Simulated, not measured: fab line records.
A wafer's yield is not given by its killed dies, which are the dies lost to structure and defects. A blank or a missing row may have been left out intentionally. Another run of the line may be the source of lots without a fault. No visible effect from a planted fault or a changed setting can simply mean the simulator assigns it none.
Which tool did it? + flow n5_finfet + 36 wafers sampled from 12 lots at 1 step of a route of 1938

## WHAT THE GAUGES READ, wafer by wafer
N5_BEOL_M0_RS_MEAS_126: measurement is done with a four-point probe.
| lot  | measured     | on            | M0_RS (ohm/sq)    |
|------|--------------|---------------|-------------------|
| L075 | day 6 10:51  | film_metro-01 | 0.569 0.548 0.517 |
| L077 | day 6 20:14  | film_metro-02 | 0.514 0.502 0.510 |
| L079 | day 7 03:43  | film_metro-02 | 0.512 0.518 0.536 |
| L081 | day 7 15:04  | film_metro-02 | 0.495 0.501 0.524 |
| L083 | day 8 01:50  | film_metro-02 | 0.521 0.527 0.530 |
| L085 | day 8 18:41  | film_metro-02 | 0.531 0.516 0.519 |
| L087 | day 9 07:53  | film_metro-02 | 0.521 0.501 0.498 |
| L090 | day 10 00:53 | film_metro-01 | 0.532 0.533 0.531 |
| L091 | day 10 08:59 | film_metro-02 | 0.542 0.543 0.536 |
| L093 | day 10 13:59 | film_metro-01 | 0.550 0.500 0.505 |
| L095 | day 11 07:35 | film_metro-01 | 0.517 0.508 0.516 |
| L097 | day 11 17:00 | film_metro-02 | 0.531 0.524 0.514 |

## WHICH TOOL RAN EACH LOT (tool, then ch and the chambers of the sampled wafers, then the start)
Before these readings, the record contains no process step.

## THE ANSWER, worked out from the rows above alone
Rule: the usual values come from the lots themselves. The widest of any qualifying gaps counts: lots, ordered by their means at a reading, are off when they make up no more than a third of the lots, leave a main group of 4 or more, and stand apart from it by 3 or more times the standard deviation of that group's means. The tables above print the reading to a certain number of digits; a main group whose means all agree to those digits is not used. Also off: a lot with no number at a reading for which 4 or more lots have one. Any other lot the step has rows for is counted as sound.
Across all readings shown, no lot is off: no conclusion can be drawn from this.

## WHAT WAS PUT IN BY THE SIMULATOR
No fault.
